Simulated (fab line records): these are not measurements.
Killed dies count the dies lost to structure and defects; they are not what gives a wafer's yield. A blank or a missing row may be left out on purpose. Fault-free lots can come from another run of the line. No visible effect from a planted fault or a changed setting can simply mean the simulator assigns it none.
fab line records	flow nandHarc
record: lots: 24	wafers: 72	lastDay: 34
route steps=1302 shown P_STI@100 P_GATE@131 P_CONTACT@242
lots with no fault: from the same line, run without faults
startH: hours from the record's opening day to when the first of the lot's shown wafers began	waitH: hours since the lot's step before	" the same as in the row above	L1.1+2: a row that stands for several wafers	- either no value or no given start	* or withheld: withheld	< > ~ a bound
route shown NAME@n: names a module that has steps shown in the file, with the first one's number in the route	usual: mean/standard deviation taken from wafers without a fault	same: alike in all rows	chamber/n: place in a boat	sites: readings site by site	_std_site: the values' standard deviation	_edge_site: outer sites' mean less inner sites'	radiusMm: how far each site lies from the wafer's centre	mask NAME#n: copy n	behind: the last tool/chamber to shape the wafer	hold: the reason the lot was held/the length of the hold in hours/how it ended	device: the transistor (n, p or np) that didn't switch	end of line: the same wafers' tests at the end of the route	a step without rows: its recipe alone	killed: not the wafer's yield, but the dies lost to structure and defects at the first sort	map: a wafer's dies, marking killed ones x, the rest . and places with no die _
set.NAME: the setting as run; set.NAME@STEP: as run at that earlier step	model.NAME: the simulator's own value behind a step, which no gauge read
route steps across a sampled set of lots; one table per step, one row per wafer
services: from which hour (startH, from the record's first day; less than 0 if before it) a tool's chamber was out of use, for how many hours, and why
== steps ==
step: NHARC_P_STI_CMP_21
recipe: tOverpolishS: 20	targetThkNm: 380.67
usual: motorCurrentA: 11.7/0.96	overpolishRunS: 20.000/0.0096
lot.wafer	tool	chamber	startH	waitH	motorCurrentA	overpolishRunS
L074.3	cmp-03	2	62.60	0.4	10.5	20.002
L074.1	"	0	"	"	12.3	20.002
L074.5	"	2	"	"	10.4	19.991
L075.4	cmp-02	3	76.51	0.4	14.3	20.018
L075.1	"	0	"	"	11.3	20.000
L075.2	"	2	"	"	10.8	20.003
L076.1	cmp-02	0	86.92	0.4	11.9	20.023
L076.4	"	1	"	"	11.6	20.013
L076.5	"	2	"	"	10.0	19.996
L077.1	cmp-04	1	95.17	0.4	13.3	19.995
L077.6	"	2	"	"	11.9	19.990
L077.5	"	3	"	"	10.8	20.003
L078.3	cmp-02	2	105.58	0.4	10.9	20.012
L078.5	"	2	"	"	9.9	20.002
L078.6	"	3	"	"	13.6	19.984
L079.1	cmp-04	1	120.27	0.4	13.2	19.993
L079.2	"	2	"	"	11.6	19.995
L079.6	"	1	"	"	13.3	20.013
L080.3	cmp-03	1	124.92	0.4	11.6	19.998
L080.6	"	3	"	"	10.8	19.991
L080.5	"	0	"	"	12.4	19.998
L081.3	cmp-04	3	131.07	0.4	10.7	20.002
L081.4	"	1	"	"	11.8	20.004
L081.5	"	3	"	"	11.2	20.008
L082.1	cmp-04	1	147.98	0.4	12.1	19.992
L082.2	"	2	"	"	12.1	19.984
L082.3	"	3	"	"	10.9	19.999
L083.1	cmp-03	2	152.79	0.4	11.0	19.996
L083.6	"	0	"	"	11.6	19.989
L083.5	"	1	"	"	11.9	20.011
L084.3	cmp-02	2	165.57	0.4	10.1	20.013
L084.4	"	0	"	"	11.8	20.008
L084.6	"	3	"	"	14.0	20.001
L085.4	cmp-04	1	180.97	0.4	12.6	20.002
L085.2	"	2	"	"	12.3	19.990
L085.6	"	1	"	"	12.3	19.987
L086.1	cmp-02	1	185.00	0.4	12.0	20.004
L086.4	"	3	"	"	13.9	19.992
L086.2	"	0	"	"	11.0	19.996
L087.1	cmp-03	0	209.87	0.4	12.6	20.000
L087.5	"	2	"	"	11.2	20.003
L087.6	"	3	"	"	10.8	20.015
L088.1	cmp-03	0	210.05	0.6	12.4	19.999
L088.6	"	1	"	"	11.6	20.014
L088.5	"	2	"	"	10.7	20.002
L089.2	cmp-03	2	210.13	0.7	11.1	20.019
L089.1	"	3	"	"	10.4	20.004
L089.6	"	2	"	"	11.3	19.989
L090.2	cmp-02	1	221.72	0.4	12.0	19.989
L090.4	"	3	"	"	13.3	20.011
L090.6	"	0	"	"	11.3	19.999
L091.1	cmp-04	2	237.41	0.4	12.3	19.987
L091.2	"	3	"	"	10.9	19.998
L091.4	"	1	"	"	12.2	19.995
L092.4	cmp-04	3	242.70	0.4	10.1	19.995
L092.3	"	0	"	"	12.0	19.977
L092.5	"	3	"	"	10.9	20.000
L093.2	cmp-03	0	258.57	0.4	12.4	20.004
L093.3	"	1	"	"	11.0	20.008
L093.5	"	3	"	"	11.0	20.005
L094.2	cmp-02	1	263.09	0.4	11.4	20.006
L094.4	"	3	"	"	13.5	19.990
L094.3	"	0	"	"	11.2	20.006
L095.1	cmp-02	3	270.02	0.4	13.0	19.988
L095.2	"	1	"	"	11.8	19.991
L095.3	"	2	"	"	10.9	20.014
L096.1	cmp-03	3	281.49	0.4	11.4	19.985
L096.2	"	0	"	"	11.9	20.004
L096.5	"	2	"	"	11.1	20.010
L097.4	cmp-02	2	292.13	0.4	10.5	20.019
L097.2	"	0	"	"	11.3	19.983
L097.6	"	2	"	"	11.0	19.990
step: NHARC_P_GATE_HM_DEP_102
recipe: targetThkA: 1200	tempC: 400	material: aC
usual: throttleValvePct: 35.001/0.0084
lot.wafer	tool	chamber	startH	waitH	throttleValvePct
L074.1	aclDep-01	0	93.90	2.1	35.000
L074.3	"	0	"	"	34.998
L074.5	"	0	"	"	34.995
L075.1	aclDep-01	0	109.03	0.4	35.001
L075.2	"	0	"	"	35.013
L075.4	"	0	"	"	34.999
L076.1	aclDep-02	0	124.87	3.0	35.002
L076.4	"	0	"	"	35.007
L076.5	"	0	"	"	35.002
L077.1	aclDep-01	0	125.07	3.2	35.016
L077.5	"	0	"	"	35.009
L077.6	"	0	"	"	34.997
L078.3	aclDep-02	0	136.99	2.3	34.980
L078.5	"	0	"	"	35.002
L078.6	"	0	"	"	34.995
L079.1	aclDep-02	0	149.97	0.9	34.992
L079.2	"	0	"	"	34.999
L079.6	"	0	"	"	34.998
L080.3	aclDep-02	0	155.40	1.4	34.991
L080.5	"	0	"	"	34.997
L080.6	"	0	"	"	34.998
L081.3	aclDep-03	0	160.34	0.6	35.002
L081.4	"	0	"	"	35.005
L081.5	"	0	"	"	34.996
L082.1	aclDep-02	0	180.21	0.5	35.004
L082.2	"	0	"	"	34.998
L082.3	"	0	"	"	34.999
L083.1	aclDep-02	0	180.85	1.1	34.994
L083.5	"	0	"	"	35.005
L083.6	"	0	"	"	35.003
L084.3	aclDep-03	0	197.74	0.6	34.991
L084.4	"	0	"	"	34.992
L084.6	"	0	"	"	34.996
L085.2	aclDep-01	0	211.67	2.3	34.997
L085.4	"	0	"	"	35.004
L085.6	"	0	"	"	35.023
L086.1	aclDep-01	0	219.54	2.9	35.001
L086.2	"	0	"	"	34.995
L086.4	"	0	"	"	35.006
L088.1	aclDep-01	0	242.44	2.4	34.987
L088.5	"	0	"	"	35.002
L088.6	"	0	"	"	34.997
L089.1	aclDep-02	0	242.44	2.4	35.020
L089.2	"	0	"	"	35.000
L089.6	"	0	"	"	35.021
L087.1	aclDep-03	0	242.95	2.9	34.994
L087.5	"	0	"	"	35.005
L087.6	"	0	"	"	35.005
L090.2	aclDep-03	0	256.79	2.3	34.996
L090.4	"	0	"	"	35.009
L090.6	"	0	"	"	35.008
L091.1	aclDep-01	0	267.74	0.4	35.003
L091.2	"	0	"	"	35.006
L091.4	"	0	"	"	35.011
L092.3	aclDep-01	0	273.73	0.6	35.001
L092.4	"	0	"	"	35.002
L092.5	"	0	"	"	35.008
L094.2	aclDep-01	0	288.84	0.5	35.013
L094.3	"	0	"	"	35.000
L094.4	"	0	"	"	34.992
L093.2	aclDep-02	0	289.21	0.9	34.984
L093.3	"	0	"	"	35.009
L093.5	"	0	"	"	34.985
L095.1	aclDep-02	0	301.00	2.0	35.008
L095.2	"	0	"	"	35.007
L095.3	"	0	"	"	35.005
L096.1	aclDep-01	0	314.27	2.1	35.018
L096.2	"	0	"	"	35.008
L096.5	"	0	"	"	34.997
L097.2	aclDep-01	0	328.02	1.2	34.987
L097.4	"	0	"	"	34.984
L097.6	"	0	"	"	35.009
step: NHARC_P_GATE_INSPECT_28
usual: rawDefectCount: 7/3.1
lot.wafer	tool	chamber	startH	waitH	rawDefectCount
L074.1	defectInspect-01	-	95.25	0.0	6
L074.3	"	-	"	"	7
L074.5	"	-	"	"	7
L075.1	defectInspect-01	-	110.62	0.0	9
L075.2	"	-	"	"	8
L075.4	"	-	"	"	7
L076.1	defectInspect-02	-	126.21	0.0	8
L076.4	"	-	"	"	7
L076.5	"	-	"	"	5
L077.1	defectInspect-01	-	126.53	0.0	10
L077.5	"	-	"	"	4
L077.6	"	-	"	"	7
L078.3	defectInspect-02	-	138.12	0.0	15
L078.5	"	-	"	"	7
L078.6	"	-	"	"	9
L079.1	defectInspect-02	-	151.44	0.0	6
L079.2	"	-	"	"	6
L079.6	"	-	"	"	4
L080.3	defectInspect-01	-	156.65	0.0	5
L080.5	"	-	"	"	14
L080.6	"	-	"	"	6
L081.3	defectInspect-02	-	161.56	0.0	11
L081.4	"	-	"	"	8
L081.5	"	-	"	"	9
L082.1	defectInspect-02	-	181.68	0.0	8
L082.2	"	-	"	"	4
L082.3	"	-	"	"	6
L083.1	defectInspect-02	-	182.32	0.0	8
L083.5	"	-	"	"	5
L083.6	"	-	"	"	3
L084.3	defectInspect-02	-	199.00	0.0	8
L084.4	"	-	"	"	7
L084.6	"	-	"	"	5
L085.2	defectInspect-02	-	213.04	0.0	2
L085.4	"	-	"	"	7
L085.6	"	-	"	"	11
L086.1	defectInspect-01	-	221.00	0.0	4
L086.2	"	-	"	"	7
L086.4	"	-	"	"	6
L089.1	defectInspect-02	-	243.78	0.0	3
L089.2	"	-	"	"	4
L089.6	"	-	"	"	10
L088.1	defectInspect-02	-	243.93	0.0	2
L088.5	"	-	"	"	6
L088.6	"	-	"	"	4
L087.1	defectInspect-01	-	244.41	0.0	9
L087.5	"	-	"	"	8
L087.6	"	-	"	"	3
L090.2	defectInspect-01	-	258.38	0.0	5
L090.4	"	-	"	"	8
L090.6	"	-	"	"	2
L091.1	defectInspect-02	-	269.20	0.0	6
L091.2	"	-	"	"	6
L091.4	"	-	"	"	3
L092.3	defectInspect-02	-	275.00	0.0	5
L092.4	"	-	"	"	7
L092.5	"	-	"	"	4
L094.2	defectInspect-02	-	290.20	0.0	4
L094.3	"	-	"	"	5
L094.4	"	-	"	"	4
L093.2	defectInspect-02	-	290.59	0.0	11
L093.3	"	-	"	"	9
L093.5	"	-	"	"	8
L095.1	defectInspect-02	-	302.45	0.0	8
L095.2	"	-	"	"	3
L095.3	"	-	"	"	9
L096.1	defectInspect-02	-	315.60	0.0	3
L096.2	"	-	"	"	2
L096.5	"	-	"	"	8
L097.2	defectInspect-02	-	329.35	0.0	0
L097.4	"	-	"	"	7
L097.6	"	-	"	"	8
step: NHARC_P_GATE_CD_MEAS_33
usual: cdNm: 120.4/1.8
lot.wafer	tool	chamber	startH	waitH	cdNm
L074.1	cdSem-03	-	96.11	-	120.6
L074.3	"	-	"	"	121.7
L074.5	"	-	"	"	118.2
L075.1	cdSem-01	-	111.47	-	122.7
L075.2	"	-	"	"	119.2
L075.4	"	-	"	"	118.1
L076.1	cdSem-03	-	127.06	-	120.6
L076.4	"	-	"	"	123.8
L076.5	"	-	"	"	121.4
L077.1	cdSem-01	-	127.39	-	120.8
L077.5	"	-	"	"	122.4
L077.6	"	-	"	"	122.4
L078.3	cdSem-03	-	138.98	-	119.3
L078.5	"	-	"	"	117.3
L078.6	"	-	"	"	117.3
L079.1	cdSem-02	-	152.30	-	123.9
L079.2	"	-	"	"	121.4
L079.6	"	-	"	"	121.4
L080.3	cdSem-03	-	157.51	-	122.9
L080.5	"	-	"	"	121.9
L080.6	"	-	"	"	120.4
L081.3	cdSem-03	-	162.42	-	117.3
L081.4	"	-	"	"	116.6
L081.5	"	-	"	"	117.5
L082.1	cdSem-03	-	182.54	-	120.0
L082.2	"	-	"	"	118.6
L082.3	"	-	"	"	117.9
L083.1	cdSem-01	-	183.20	-	118.6
L083.5	"	-	"	"	118.5
L083.6	"	-	"	"	119.2
L084.3	cdSem-03	-	200.35	-	118.7
L084.4	"	-	"	"	121.2
L084.6	"	-	"	"	121.5
L085.2	cdSem-03	-	213.92	0.2	120.5
L085.4	"	-	"	"	120.5
L085.6	"	-	"	"	121.2
L086.1	cdSem-01	-	221.86	-	122.4
L086.2	"	-	"	"	120.8
L086.4	"	-	"	"	121.6
L087.1	cdSem-03	-	245.76	-	119.8
L087.5	"	-	"	"	121.7
L087.6	"	-	"	"	121.8
L089.1	cdSem-02	-	245.78	-	120.7
L089.2	"	-	"	"	121.9
L089.6	"	-	"	"	120.5
L088.1	cdSem-01	-	245.86	-	119.3
L088.5	"	-	"	"	122.1
L088.6	"	-	"	"	118.2
L090.2	cdSem-02	-	259.24	-	120.5
L090.4	"	-	"	"	119.9
L090.6	"	-	"	"	121.2
L091.1	cdSem-01	-	270.06	-	118.2
L091.2	"	-	"	"	122.0
L091.4	"	-	"	"	124.3
L092.3	cdSem-01	-	275.87	-	120.8
L092.4	"	-	"	"	120.5
L092.5	"	-	"	"	122.9
L094.2	cdSem-01	-	291.06	-	120.0
L094.3	"	-	"	"	118.1
L094.4	"	-	"	"	116.9
L093.2	cdSem-03	-	291.46	-	117.1
L093.3	"	-	"	"	120.2
L093.5	"	-	"	"	118.5
L095.1	cdSem-01	-	303.39	-	122.5
L095.2	"	-	"	"	118.2
L095.3	"	-	"	"	119.3
L096.1	cdSem-03	-	316.46	-	118.5
L096.2	"	-	"	"	119.0
L096.5	"	-	"	"	120.3
L097.2	cdSem-03	-	330.21	-	122.4
L097.4	"	-	"	"	121.4
L097.6	"	-	"	"	121.7
step: NHARC_P_CONTACT_STRIP_28
recipe: o2FlowSccm: 500	arFlowSccm: 0	biasW: 0	chemistry: O2
usual: drypumpMotorCurrentA: 5.6/0.45	oesProductAu: 1.000/0.0073	rfVppV: 57.8/0.89	showerheadPlenumPTorr: 3.53/0.13	throttleValvePct: 17.035/0.0093
lot.wafer	tool	chamber	startH	waitH	drypumpMotorCurrentA	oesProductAu	rfHoursCounterH	rfVppV	showerheadPlenumPTorr	throttleValvePct
L074.3	rieDiel-05	1	116.64	0.1	5.7	0.997	0.9	58.6	3.66	17.038
L074.1	"	3	"	"	5.1	0.992	1.0	56.5	3.33	17.049
L074.5	"	1	"	"	5.7	1.006	-	56.6	3.66	17.028
L075.2	rieDiel-05	3	132.10	0.1	5.1	1.010	1.4	56.4	3.33	17.044
L075.4	"	0	"	"	5.2	1.002	1.3	60.2	3.76	17.042
L075.1	"	1	"	"	5.7	0.999	1.2	59.0	3.66	17.031
L077.1	rieDiel-02	0	147.41	0.1	6.3	1.002	3.3	57.0	3.45	17.034
L077.5	"	0	"	"	6.3	1.002	-	58.3	3.45	17.035
L077.6	"	1	"	"	5.2	1.015	-	58.5	3.75	17.031
L076.1	rieDiel-01	1	150.19	0.1	5.8	1.002	7.5	58.7	3.64	17.044
L076.4	"	3	"	"	6.5	0.981	6.0	58.1	3.50	17.041
L076.5	"	1	"	"	5.8	0.997	-	59.2	3.64	17.057
L078.3	rieDiel-02	3	159.63	0.1	5.9	0.997	4.0	57.3	3.48	17.050
L078.6	"	2	"	"	5.3	0.997	-	56.9	3.49	17.021
L078.5	"	3	"	"	5.8	1.007	-	57.4	3.48	17.024
L079.1	rieDiel-05	1	172.53	0.1	5.7	0.998	1.6	57.9	3.66	17.046
L079.2	"	2	"	"	5.9	1.003	1.7	58.0	3.55	17.033
L079.6	"	1	"	"	5.7	0.999	-	57.7	3.66	17.041
L080.3	rieDiel-01	0	177.81	0.1	5.5	0.992	9.0	57.3	3.41	17.034
L080.5	"	3	"	"	6.5	0.988	-	57.6	3.49	17.033
L080.6	"	0	"	"	5.5	0.986	-	57.3	3.41	17.038
L081.3	rieDiel-05	0	182.38	0.1	5.2	1.005	2.2	59.5	3.75	17.048
L081.4	"	1	"	"	5.7	1.005	2.1	59.3	3.66	17.021
L081.5	"	0	"	"	5.2	1.021	-	58.0	3.75	17.029
L082.1	rieDiel-01	1	202.78	0.1	5.8	1.002	10.2	57.8	3.63	17.026
L082.3	"	2	"	"	5.2	0.999	10.3	57.8	3.38	17.027
L082.2	"	0	"	"	5.5	0.995	10.3	56.8	3.41	17.039
L083.1	rieDiel-02	1	203.83	0.1	5.2	0.995	5.5	57.5	3.75	17.034
L083.6	"	1	"	"	5.2	0.989	-	59.7	3.75	17.044
L083.5	"	2	"	"	5.2	1.000	-	58.5	3.49	17.045
L084.3	rieDiel-01	0	220.32	0.1	5.5	0.997	0.9	57.2	3.41	17.032
L084.6	"	0	"	"	5.5	0.994	-	57.8	3.41	17.043
L084.4	"	2	"	"	5.2	1.001	-	57.7	3.38	17.051
L085.2	rieDiel-02	1	234.08	0.1	5.1	1.002	0.2	58.8	3.75	17.039
L085.4	"	2	"	"	5.3	0.993	0.1	56.6	3.49	17.011
L085.6	"	1	"	"	5.1	1.000	-	57.1	3.75	17.029
L086.2	rieDiel-01	1	242.11	0.1	5.8	0.997	2.0	58.4	3.63	17.050
L086.4	"	3	"	"	6.5	0.990	0.5	56.7	3.49	17.037
L086.1	"	0	"	"	5.5	0.997	2.0	58.1	3.41	17.035
L087.1	rieDiel-02	0	266.03	0.1	6.3	1.008	1.1	59.0	3.44	17.035
L087.6	"	2	"	"	5.2	1.011	-	57.8	3.49	17.049
L087.5	"	3	"	"	5.9	1.005	-	57.2	3.48	17.038
L089.2	rieDiel-02	3	266.48	0.1	5.8	0.991	1.1	57.4	3.48	17.037
L089.1	"	0	"	"	6.4	0.997	1.2	59.0	3.44	17.028
L089.6	"	3	"	"	5.8	0.999	-	56.2	3.47	17.039
L088.1	rieDiel-05	3	266.88	0.1	5.1	1.006	0.7	58.0	3.32	17.030
L088.5	"	1	"	"	5.7	1.003	-	57.2	3.66	17.025
L088.6	"	2	"	"	5.9	0.995	-	57.0	3.55	17.026
L090.4	rieDiel-02	2	279.60	0.1	5.2	1.007	1.3	58.5	3.49	17.038
L090.2	"	0	"	"	6.4	0.999	1.3	57.2	3.44	17.043
L090.6	"	2	"	"	5.2	1.012	-	55.8	3.49	17.050
L091.1	rieDiel-05	3	290.10	0.1	5.1	1.010	1.6	56.4	3.32	17.028
L091.4	"	0	"	"	5.2	0.998	1.6	58.9	3.75	17.039
L091.2	"	1	"	"	5.7	1.002	1.0	57.0	3.66	17.041
L092.4	rieDiel-01	0	296.49	0.1	5.5	1.001	5.2	58.0	3.40	17.041
L092.3	"	1	"	"	5.8	1.006	5.9	57.9	3.63	17.045
L092.5	"	2	"	"	5.2	1.001	-	58.2	3.38	17.029
L094.4	rieDiel-02	3	311.80	0.1	5.8	1.001	2.4	57.9	3.47	17.045
L094.3	"	1	"	"	5.2	0.998	2.6	58.4	3.75	17.045
L094.2	"	2	"	"	5.2	1.003	2.6	59.1	3.49	17.005
L093.2	rieDiel-02	0	312.57	0.1	6.3	1.003	2.4	58.0	3.44	17.040
L093.3	"	2	"	"	5.3	1.003	2.6	57.6	3.49	17.034
L093.5	"	0	"	"	6.3	1.010	-	58.0	3.44	17.028
L095.2	rieDiel-05	3	324.11	0.1	5.1	1.005	2.5	56.7	3.32	17.038
L095.1	"	0	"	"	5.3	1.003	2.6	57.7	3.75	17.060
L095.3	"	1	"	"	5.8	1.003	1.9	58.0	3.66	17.025
L096.1	rieDiel-01	2	336.92	0.1	5.2	0.999	6.9	57.5	3.38	17.032
L096.2	"	0	"	"	5.5	0.991	7.0	57.4	3.40	17.029
L096.5	"	2	"	"	5.2	0.988	-	56.4	3.38	17.043
L097.2	rieDiel-01	1	350.66	0.1	5.7	1.010	8.5	58.9	3.63	17.052
L097.4	"	2	"	"	5.1	1.007	7.4	57.8	3.38	17.050
L097.6	"	3	"	"	6.5	0.988	-	57.5	3.49	17.028
step: NHARC_P_CONTACT_CMP_24
recipe: tOverpolishS: 30	targetThkNm: 200
usual: motorCurrentA: 12.0/1.4	overpolishRunS: 29.999/0.01	timeToEndpointS: 40.0/2.4
lot.wafer	tool	chamber	startH	waitH	motorCurrentA	overpolishRunS	timeToEndpointS
L074.3	cmp-01	2	118.40	0.3	14.5	30.006	41.7
L074.1	"	0	"	"	10.4	29.999	38.9
L074.5	"	2	"	"	14.7	29.987	35.4
L075.1	cmp-04	3	133.85	0.5	11.1	30.010	38.6
L075.2	"	1	"	"	11.9	30.005	37.4
L075.4	"	2	"	"	12.2	30.028	35.4
L077.1	cmp-03	0	149.37	0.6	11.8	29.997	40.9
L077.6	"	0	"	"	12.0	30.024	39.5
L077.5	"	1	"	"	11.4	30.010	42.1
L076.1	cmp-03	3	152.00	0.6	10.8	30.018	40.6
L076.4	"	1	"	"	11.2	30.003	41.2
L076.5	"	3	"	"	10.8	30.011	40.1
L078.3	cmp-03	0	161.36	0.4	11.7	30.013	42.3
L078.6	"	3	"	"	11.5	30.010	41.7
L078.5	"	0	"	"	11.9	29.998	41.6
L079.2	cmp-03	0	174.27	0.6	12.6	29.996	41.4
L079.1	"	1	"	"	11.2	29.998	44.3
L079.6	"	0	"	"	12.3	30.006	39.0
L080.3	cmp-03	2	179.54	0.3	10.7	30.010	38.4
L080.5	"	2	"	"	10.5	29.977	40.1
L080.6	"	3	"	"	11.4	29.997	38.2
L081.4	cmp-01	3	184.14	0.4	14.8	30.002	40.2
L081.3	"	0	"	"	10.1	30.014	40.6
L081.5	"	2	"	"	14.6	29.985	41.3
L082.3	cmp-04	3	204.50	0.4	10.2	30.004	43.8
L082.2	"	1	"	"	12.6	30.002	38.8
L082.1	"	2	"	"	11.7	29.994	38.0
L083.1	cmp-04	0	205.63	0.5	12.9	29.992	41.0
L083.5	"	2	"	"	11.5	30.007	40.5
L083.6	"	3	"	"	10.3	30.015	46.5
L084.4	cmp-03	0	222.14	0.3	12.1	30.004	37.7
L084.3	"	2	"	"	10.8	29.993	43.4
L084.6	"	3	"	"	11.1	29.979	39.1
L085.4	cmp-01	0	235.87	0.3	10.3	29.993	42.8
L085.2	"	2	"	"	15.3	30.013	42.7
L085.6	"	3	"	"	14.4	29.967	41.8
L086.2	cmp-03	1	243.85	0.5	11.8	29.998	45.3
L086.4	"	3	"	"	10.8	30.001	43.4
L086.1	"	0	"	"	12.8	29.999	40.8
L087.1	cmp-03	3	267.76	0.5	10.9	29.981	40.2
L087.6	"	2	"	"	10.3	30.011	43.9
L087.5	"	3	"	"	10.6	30.006	37.4
L089.2	cmp-04	2	268.21	0.5	11.4	30.003	36.5
L089.1	"	0	"	"	12.0	30.000	37.8
L089.6	"	3	"	"	11.4	30.006	39.2
L088.1	cmp-01	2	268.64	0.5	14.2	29.990	41.7
L088.6	"	0	"	"	11.0	29.988	38.9
L088.5	"	1	"	"	12.3	29.994	40.1
L090.2	cmp-04	0	281.33	0.5	12.3	29.987	39.4
L090.4	"	3	"	"	11.2	30.004	40.9
L090.6	"	1	"	"	12.7	29.990	39.3
L091.4	cmp-01	2	291.86	0.3	14.8	29.996	39.7
L091.2	"	3	"	"	15.4	29.990	38.6
L091.1	"	0	"	"	10.0	29.999	36.6
L092.3	cmp-04	2	298.21	0.3	12.2	29.996	38.3
L092.4	"	0	"	"	11.6	29.999	40.4
L092.5	"	2	"	"	12.1	30.004	41.6
L094.2	cmp-01	2	313.56	0.5	14.9	29.996	38.7
L094.4	"	3	"	"	14.3	30.011	39.5
L094.3	"	0	"	"	9.8	30.011	39.9
L093.3	cmp-04	3	314.33	0.4	11.1	30.007	41.3
L093.2	"	1	"	"	12.1	30.004	40.2
L093.5	"	0	"	"	12.7	30.005	39.0
L095.1	cmp-01	2	325.87	0.6	14.7	29.983	36.4
L095.2	"	3	"	"	14.0	29.987	36.3
L095.3	"	1	"	"	13.1	30.008	35.6
L096.1	cmp-04	3	338.65	0.6	10.2	29.993	41.2
L096.2	"	1	"	"	12.1	29.989	38.8
L096.5	"	0	"	"	12.3	30.010	38.5
L097.2	cmp-01	0	352.36	0.5	10.3	30.006	36.4
L097.4	"	2	"	"	15.9	29.989	39.9
L097.6	"	1	"	"	11.7	29.993	38.8
== services ==
tool	chamber	startH	hours	kind
rieDiel-02	-	39.74	9.0	pm
cmp-04	-	46.57	1.8	repair
cmp-04	-	56.49	2.6	repair
cmp-02	-	56.76	1.2	repair
cmp-02	-	60.96	0.6	repair
aclDep-02	-	63.27	13.0	pm
rieDiel-02	2	63.80	3.1	repair
cmp-03	-	64.00	4.0	pm
cmp-04	-	66.52	2.2	repair
cmp-04	-	111.00	4.0	pm
cmp-03	-	149.93	1.3	repair
cmp-03	-	162.00	4.0	pm
cmp-04	-	179.26	1.1	repair
cmp-04	-	185.88	0.6	repair
cmp-03	-	188.47	2.5	repair
aclDep-01	-	192.41	13.0	pm
cmp-04	-	209.00	4.0	pm
cmp-03	-	242.59	0.6	repair
cmp-03	-	260.00	4.0	pm
cmp-03	-	287.13	1.1	repair
cmp-04	-	300.42	0.8	repair
cmp-04	-	307.00	4.0	pm
cmp-03	-	333.09	2.1	repair
cmp-03	-	344.50	5.7	repair
== key ==
fault none
